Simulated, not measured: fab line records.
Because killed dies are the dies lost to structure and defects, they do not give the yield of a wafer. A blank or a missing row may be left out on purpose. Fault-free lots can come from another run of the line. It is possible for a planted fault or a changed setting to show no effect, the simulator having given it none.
Which of the tools did it?    flow nandHarc    18 wafers from 6 lots sampled at 2 of the route's 1159 steps

## WHAT EACH GAUGE READ, for each wafer
NHARC_A_ONON_D1_THK_MEAS_21: measures by ellipsometry.
lot   measured      on            thkNm (nm)
L831  day 8 05:56   filmMetro-01  1016 1016 1017
L833  day 8 14:16   filmMetro-01  990 990 989
L839  day 10 07:28  filmMetro-02  1013 675 675
L842  day 11 03:38  filmMetro-01  984 647 985
L847  day 12 10:20  filmMetro-02  1009 1010 1010
L852  day 13 09:35  filmMetro-02  1020 1016 1016

## TOOL THAT RAN EACH LOT (tool first, then ch and the chambers of the sampled wafers, then the start)
lot   NHARC_A_ONON_D1_DEP_19
L831  pecvdOnon-03 ch 0, day 8 05:25
L833  pecvdOnon-02 ch 0, day 8 13:45
L839  pecvdOnon-01 ch 0, day 10 06:58
L842  pecvdOnon-01 ch 0, day 11 03:11
L847  pecvdOnon-02 ch 0, day 12 10:00
L852  pecvdOnon-03 ch 0, day 13 09:08
- NHARC_A_ONON_D1_DEP_19: target thk 1000 nm.

## THE ANSWER, worked out from the rows above alone
Rule: the usual values come from the lots themselves. The widest of any qualifying gaps counts: lots, ordered by their means at a reading, are off when they make up no more than a third of the lots, leave a main group of 4 or more, and stand apart from it by 3 or more times the standard deviation of that group's means. A main group is skipped when, at the precision printed for the reading in the tables above, its means are all equal. Also off: a lot with no number at a reading for which 4 or more lots have one. The other lots that the step has rows for count as sound.
Off, at NHARC_A_ONON_D1_THK_MEAS_21 on thkNm: L839, L842. The main group: mean 1008 nm, standard deviation 11.
If a tool, at a process step before that reading, ran all the lots that are off and no sound lot after the first of them, it fits. Those tools and the gauges at NHARC_A_ONON_D1_THK_MEAS_21 are tried in the same way. One fits: NHARC_A_ONON_D1_DEP_19 on pecvdOnon-01. It ran no sound lot before its first lot that is off in this sample, so the start can't be narrowed down.

## WHAT THE SIMULATOR HAD INSERTED
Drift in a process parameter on pecvdOnon-01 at NHARC_A_ONON_D1_DEP_19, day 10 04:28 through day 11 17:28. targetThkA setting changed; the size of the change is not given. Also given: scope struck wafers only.
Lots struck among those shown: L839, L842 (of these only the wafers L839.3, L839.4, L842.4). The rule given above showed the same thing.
